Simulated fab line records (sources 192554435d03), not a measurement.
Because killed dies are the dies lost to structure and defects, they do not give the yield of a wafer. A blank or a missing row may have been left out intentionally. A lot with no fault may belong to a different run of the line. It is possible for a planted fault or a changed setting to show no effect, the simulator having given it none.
Split-lot study :: flow n5Finfet :: 39 wafers read from 7 lots, route of 1938 steps

ON THE SPLIT
At N5_DUMMY_GATE_ETCH_32 (etches SiO2 in CF4, target depth 3.5 nm, time 3.9 s), the setting timeS was moved away from the recipe's 3.9 s on 9 of the 39 wafers read, by -16.5% to +10.8%. For the rest of the wafers, this setting stayed at what the recipe calls for.

Reading taken at the split's own step.

THE READING
etch.depthNm (the simulator's own value, which no gauge read), in nm, at N5_DUMMY_GATE_ETCH_32 (etches SiO2 in CF4, target depth 3.5 nm, time 3.9 s). There is no usual value for it anywhere in the file. Here, 30 wafers ran the recipe; their average is 3.542 nm with a standard deviation of 0.057 nm.

wafer: L079.1
tool, chamber at the split: rieSi-02, 1
timeS as run, s: 3.9
against the recipe: recipe
etch.depthNm, nm: 3.52
against lot-mates on the recipe: -

wafer: L079.2
tool, chamber at the split: rieSi-02, 0
timeS as run, s: 3.9
against the recipe: recipe
etch.depthNm, nm: 3.438
against lot-mates on the recipe: -

wafer: L079.3
tool, chamber at the split: rieSi-02, 2,1
timeS as run, s: 3.9
against the recipe: recipe
etch.depthNm, nm: 3.528
against lot-mates on the recipe: -

wafer: L079.5
tool, chamber at the split: rieSi-02, 2,1
timeS as run, s: 3.9
against the recipe: recipe
etch.depthNm, nm: 3.528
against lot-mates on the recipe: -

wafer: L079.4
tool, chamber at the split: rieSi-02, 3
timeS as run, s: 3.9
against the recipe: recipe
etch.depthNm, nm: 3.589
against lot-mates on the recipe: -

wafer: L079.6
tool, chamber at the split: rieSi-02, 2
timeS as run, s: 3.9
against the recipe: recipe
etch.depthNm, nm: 3.523
against lot-mates on the recipe: -

wafer: L081.1
tool, chamber at the split: rieSi-02, 3
timeS as run, s: 3.9
against the recipe: recipe
etch.depthNm, nm: 3.634
against lot-mates on the recipe: -

wafer: L081.2
tool, chamber at the split: rieSi-02, 1
timeS as run, s: 3.9
against the recipe: recipe
etch.depthNm, nm: 3.555
against lot-mates on the recipe: -

wafer: L081.3
tool, chamber at the split: rieSi-02, 0
timeS as run, s: 3.9
against the recipe: recipe
etch.depthNm, nm: 3.473
against lot-mates on the recipe: -

wafer: L081.4
tool, chamber at the split: rieSi-02, 2
timeS as run, s: 3.9
against the recipe: recipe
etch.depthNm, nm: 3.528
against lot-mates on the recipe: -

wafer: L081.5
tool, chamber at the split: rieSi-02, 1
timeS as run, s: 3.9
against the recipe: recipe
etch.depthNm, nm: 3.566
against lot-mates on the recipe: -

wafer: L081.6
tool, chamber at the split: rieSi-02, 2
timeS as run, s: 3.9
against the recipe: recipe
etch.depthNm, nm: 3.561
against lot-mates on the recipe: -

wafer: L087.1
tool, chamber at the split: rieSi-02, 2
timeS as run, s: 3.9
against the recipe: recipe
etch.depthNm, nm: 3.472
against lot-mates on the recipe: -

wafer: L087.2
tool, chamber at the split: rieSi-02, 3
timeS as run, s: 4.321
against the recipe: +10.8%
etch.depthNm, nm: 4.019
against lot-mates on the recipe: +0.514

wafer: L087.3
tool, chamber at the split: rieSi-02, 1
timeS as run, s: 3.9
against the recipe: recipe
etch.depthNm, nm: 3.54
against lot-mates on the recipe: -

wafer: L087.4
tool, chamber at the split: rieSi-02, 0
timeS as run, s: 4.321
against the recipe: +10.8%
etch.depthNm, nm: 3.842
against lot-mates on the recipe: +0.337

wafer: L087.5
tool, chamber at the split: rieSi-02, 3
timeS as run, s: 4.321
against the recipe: +10.8%
etch.depthNm, nm: 4.03
against lot-mates on the recipe: +0.525

wafer: L087.6
tool, chamber at the split: rieSi-02, 2
timeS as run, s: 3.9
against the recipe: recipe
etch.depthNm, nm: 3.504
against lot-mates on the recipe: -

wafer: L088.1
tool, chamber at the split: rieSi-02, 0
timeS as run, s: 3.9
against the recipe: recipe
etch.depthNm, nm: 3.518
against lot-mates on the recipe: -

wafer: L088.2
tool, chamber at the split: rieSi-02, 3
timeS as run, s: 4.199
against the recipe: +7.7%
etch.depthNm, nm: 3.911
against lot-mates on the recipe: +0.399

wafer: L088.3
tool, chamber at the split: rieSi-02, 2
timeS as run, s: 3.9
against the recipe: recipe
etch.depthNm, nm: 3.493
against lot-mates on the recipe: -

wafer: L088.4
tool, chamber at the split: rieSi-02, 1
timeS as run, s: 3.9
against the recipe: recipe
etch.depthNm, nm: 3.526
against lot-mates on the recipe: -

wafer: L088.5
tool, chamber at the split: rieSi-02, 0
timeS as run, s: 4.199
against the recipe: +7.7%
etch.depthNm, nm: 3.768
against lot-mates on the recipe: +0.256

wafer: L088.6
tool, chamber at the split: rieSi-02, 3
timeS as run, s: 4.199
against the recipe: +7.7%
etch.depthNm, nm: 3.898
against lot-mates on the recipe: +0.386

wafer: L090.2
tool, chamber at the split: rieSi-03, 2
timeS as run, s: 3.9
against the recipe: recipe
etch.depthNm, nm: 3.587
against lot-mates on the recipe: -

wafer: L090.3
tool, chamber at the split: rieSi-03, 0
timeS as run, s: 3.9
against the recipe: recipe
etch.depthNm, nm: 3.63
against lot-mates on the recipe: -

wafer: L090.6
tool, chamber at the split: rieSi-03, 1
timeS as run, s: 3.9
against the recipe: recipe
etch.depthNm, nm: 3.573
against lot-mates on the recipe: -

wafer: L093.1
tool, chamber at the split: rieSi-02, 1
timeS as run, s: 3.9
against the recipe: recipe
etch.depthNm, nm: 3.544
against lot-mates on the recipe: -

wafer: L093.2
tool, chamber at the split: rieSi-02, 0
timeS as run, s: 3.9
against the recipe: recipe
etch.depthNm, nm: 3.42
against lot-mates on the recipe: -

wafer: L093.3
tool, chamber at the split: rieSi-02, 3
timeS as run, s: 3.9
against the recipe: recipe
etch.depthNm, nm: 3.604
against lot-mates on the recipe: -

wafer: L093.4
tool, chamber at the split: rieSi-02, 1
timeS as run, s: 3.9
against the recipe: recipe
etch.depthNm, nm: 3.543
against lot-mates on the recipe: -

wafer: L093.5
tool, chamber at the split: rieSi-02, 3
timeS as run, s: 3.9
against the recipe: recipe
etch.depthNm, nm: 3.619
against lot-mates on the recipe: -

wafer: L093.6
tool, chamber at the split: rieSi-02, 0
timeS as run, s: 3.9
against the recipe: recipe
etch.depthNm, nm: 3.444
against lot-mates on the recipe: -

wafer: L095.1
tool, chamber at the split: rieSi-03, 1
timeS as run, s: 3.9
against the recipe: recipe
etch.depthNm, nm: 3.571
against lot-mates on the recipe: -

wafer: L095.2
tool, chamber at the split: rieSi-03, 3
timeS as run, s: 3.257
against the recipe: -16.5%
etch.depthNm, nm: 2.803
against lot-mates on the recipe: -0.796

wafer: L095.3
tool, chamber at the split: rieSi-03, 2
timeS as run, s: 3.257
against the recipe: -16.5%
etch.depthNm, nm: 2.984
against lot-mates on the recipe: -0.615

wafer: L095.4
tool, chamber at the split: rieSi-03, 0
timeS as run, s: 3.9
against the recipe: recipe
etch.depthNm, nm: 3.577
against lot-mates on the recipe: -

wafer: L095.5
tool, chamber at the split: rieSi-03, 0
timeS as run, s: 3.9
against the recipe: recipe
etch.depthNm, nm: 3.649
against lot-mates on the recipe: -

wafer: L095.6
tool, chamber at the split: rieSi-03, 1
timeS as run, s: 3.257
against the recipe: -16.5%
etch.depthNm, nm: 2.973
against lot-mates on the recipe: -0.626
When a row names more than one chamber, that row covers several wafers, and the file does not tell which wafer ran in which chamber.

FIT RESULTS
A straight line over all 39 wafers: etch.depthNm changes by +0.0385 nm for each +1% of timeS; r = +0.96; the points scatter about the line by 0.064 nm.
The same after taking each lot's own level away (the mean of its wafers on the recipe; 39 wafers): +0.042 nm for each +1%; r = +0.97; scatter 0.058 nm.
On that fit, the largest move of timeS shifts the reading by 0.69 nm.
From 3.5053 to 3.5990 nm: that is the span of the lots' own levels, equal to 1.6 times the standard deviation above.
The two slopes agree, so the slope changes little with the lot-to-lot level.
Check: for one of the wafers moved furthest among these (-16.5%), held out of the fit, the line's prediction against its lot-mates is -0.658 nm. It came out at -0.796 nm against them.

ADDITIONAL SPLITS CARRIED BY THESE WAFERS
Note: prior to the reading, these wafers also went through further splits. Each is held against what the fit with the lots' levels taken away leaves over:
other split on the same wafers: N5_FIN_CUT_CUT_ETCH_26 targetDepthA
wafers away from the commonest value: 6
r with etch.depthNm (lot level and that fit taken away): +0.03

FILE'S OWN FIT
etch.depthNm changes by +0.0421 nm for each +1% of timeS, r = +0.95.
